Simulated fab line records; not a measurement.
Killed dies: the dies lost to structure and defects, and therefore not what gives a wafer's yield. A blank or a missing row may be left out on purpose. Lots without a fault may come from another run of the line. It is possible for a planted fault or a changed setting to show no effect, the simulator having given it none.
Chamber matching    flow nandHarc    NHARC_A_SGD_CUT_DEP_00 on pecvd-01: 3 sister chambers
The step deposits SiNx, target thk 50 nm. 6 wafers are shown with their chamber, then 9 later ones without.

WAFERS PAIRED WITH THEIR CHAMBERS
wafer   chamber  heaterPowerW (W)
L346.6  0        759
L344.1  1        534
L344.6  1        552
L352.4  0        768
L355.3  2        727
L355.6  2        736

WAFERS WHOSE CHAMBER IS MISSING
wafer   heaterPowerW (W)
L362.1  589
L362.2  761
L362.4  799
L364.1  593
L364.2  723
L364.4  614
L363.3  774
L363.4  784
L363.6  772

THE CHAMBER EACH PASSED THROUGH
wafer    from the rows above   in truth
L362.1   1                     1
L362.2   0                     0
L362.4   0                     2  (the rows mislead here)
L364.1   1                     1
L364.2   2                     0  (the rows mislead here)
L364.4   1                     1
L363.3   0                     0
L363.4   0                     0
L363.6   0                     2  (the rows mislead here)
6 of 9 placed correctly. Number that these rows cannot place: 0. Wrongly placed: 3.
How it was worked out, from the rows above alone: a wafer's distance from a chamber is the root of the sum, over the readings, of the square of ((its reading less the chamber's mean) divided by the reading's scatter). The wafer belongs to the nearest chamber; if the next one is less than 2 further off, it can't be placed. For every chamber, the mean is computed from those of its wafers that are shown. The scatter: the root of (the sum of the squares of (reading less its chamber's mean) over the shown wafers, divided by (wafers less chambers)).
